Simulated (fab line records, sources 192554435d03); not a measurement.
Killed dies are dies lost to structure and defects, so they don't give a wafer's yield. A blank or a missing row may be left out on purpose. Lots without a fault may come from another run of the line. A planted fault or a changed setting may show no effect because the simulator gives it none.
One fault seen from 2 desks | flow n5_finfet | each desk has only its own numbers; what lay behind them comes last

THE TOOL OWNER'S DESK: rie_diel-04
The tool's own readings at N5_MOL_CONTACT_COAG_ETCH_48 (etches SiOC in C4F6/O2, target depth 15 nm, overetch 4.5 nm, time 17 s): means of the sampled wafers that have a number, for each lot that ran on this tool. A lot is out of limits, marked OUT, if its mean lies more than 4 standard deviations from the usual mean; the brackets give that distance.
Columns: A = drypump_motor_current_A at N5_MOL_CONTACT_COAG_ETCH_48, usual 5.48 A; B = oes_product_au at N5_MOL_CONTACT_COAG_ETCH_48, usual 0.68 a.u.; C = rf_vpp_V at N5_MOL_CONTACT_COAG_ETCH_48, usual 1586 V; D = showerhead_plenum_p_Torr at N5_MOL_CONTACT_COAG_ETCH_48, usual 2.87 Torr; E = throttle_valve_pct at N5_MOL_CONTACT_COAG_ETCH_48, usual 40.57 %
lot  | first seen here | A    | B    | C    | D    | E
L970 | day 5 15:05     | 5.51 | 0.76 | 1567 | 2.80 | 40.60
L981 | day 8 15:28     | 5.61 | 0.68 | 1568 | 2.79 | 40.58
This desk's finding: nothing out of limits on any of the 2 lots.

THE METROLOGY DESK
What the gauges read, lot by lot, whatever tool the lot ran on: means of the sampled wafers that have a number. A lot is out of limits, marked OUT, if its mean lies more than 4 standard deviations from the usual mean; the brackets give that distance. Of its 10 readings 7 are shown: those that lie furthest out on some lot.
Columns: A = DIBL_N at N5_BEOL_M4_RC_MEAS_101, usual 36.2 mV/V; B = IOFF_N at N5_BEOL_M4_RC_MEAS_101, usual 0.155 nA/um; C = ION_N at N5_BEOL_M4_RC_MEAS_101, usual 677 uA/um; D = ION_P at N5_BEOL_M4_RC_MEAS_101, usual 465 uA/um; E = SS_P at N5_BEOL_M4_RC_MEAS_101, usual 73.2 mV/dec; F = VT_N at N5_BEOL_M4_RC_MEAS_101, usual 249.9 mV; G = VT_P at N5_BEOL_M4_RC_MEAS_101, usual -250 mV
lot  | first seen here | A    | B     | C   | D   | E    | F     | G
L970 | day 7 20:25     | 35.9 | 0.161 | 687 | 473 | 73.6 | 246.3 | -247
L974 | day 10 00:08    | 35.1 | 0.156 | 686 | 472 | 73.1 | 248.3 | -248
L981 | day 12 04:40    | 38.0 | 0.171 | 684 | 470 | 73.0 | 247.4 | -246
This desk's finding: nothing out of limits on any of the 3 lots.

PUT TOGETHER
The tool owner's desk saw nothing out of limits.
The metrology desk saw nothing out of limits.

WHAT THE SIMULATOR HAD PUT IN
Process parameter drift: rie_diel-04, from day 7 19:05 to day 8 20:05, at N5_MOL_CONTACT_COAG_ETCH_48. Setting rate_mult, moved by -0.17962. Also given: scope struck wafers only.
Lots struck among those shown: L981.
